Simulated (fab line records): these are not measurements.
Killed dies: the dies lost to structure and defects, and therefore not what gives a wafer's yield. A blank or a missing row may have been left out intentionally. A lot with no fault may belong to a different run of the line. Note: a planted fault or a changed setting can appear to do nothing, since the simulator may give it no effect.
Chamber matching -- flow nand harc -- NHARC_P_M0_PRE_CLEAN_31 on pecvd-04 has 3 sister chambers
The step time 12 s. 3 wafers are shown with their chamber, then 12 later ones without.

== WAFERS, EACH WITH ITS CHAMBER ==
wafer,chamber,heater power w (W)
L092.2,1,652
L092.3,0,672
L092.4,2,595

== WAFERS WITHOUT THEIR CHAMBER ==
wafer,heater power w (W)
L093.2,656
L093.3,515
L093.6,514
L093.1,641
L093.4,640
L093.5,640
L095.3,539
L095.5,690
L095.6,551
L097.2,690
L097.3,540
L097.4,546

== THE CHAMBER EACH PASSED THROUGH ==
wafer,from the rows above,in truth
L093.2,can't be placed: 1 or 0 or 2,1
L093.3,can't be placed: 2 or 1 or 0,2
L093.6,can't be placed: 2 or 1 or 0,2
L093.1,can't be placed: 1 or 0 or 2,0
L093.4,can't be placed: 1 or 0 or 2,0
L093.5,can't be placed: 1 or 0 or 2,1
L095.3,can't be placed: 2 or 1 or 0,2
L095.5,can't be placed: 0 or 1 or 2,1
L095.6,can't be placed: 2 or 1 or 0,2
L097.2,can't be placed: 0 or 1 or 2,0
L097.3,can't be placed: 2 or 1 or 0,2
L097.4,can't be placed: 2 or 1 or 0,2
0 of 12 placed correctly. From these rows, 12 cannot be placed; in 12 the true chamber is one of the candidates. 0 placed wrongly.
How it was worked out, from the rows above alone: a wafer's distance from a chamber is the root of the sum, over the readings, of the square of ((its reading less the chamber's mean) divided by the reading's scatter). The wafer belongs to the nearest chamber; if the next one is less than 2 further off, it can't be placed. A chamber's mean is the mean of its shown wafers. The scatter (one wafer shown for each chamber): square how far every hidden wafer sits from the nearest shown wafer, average those squares and take the square root.
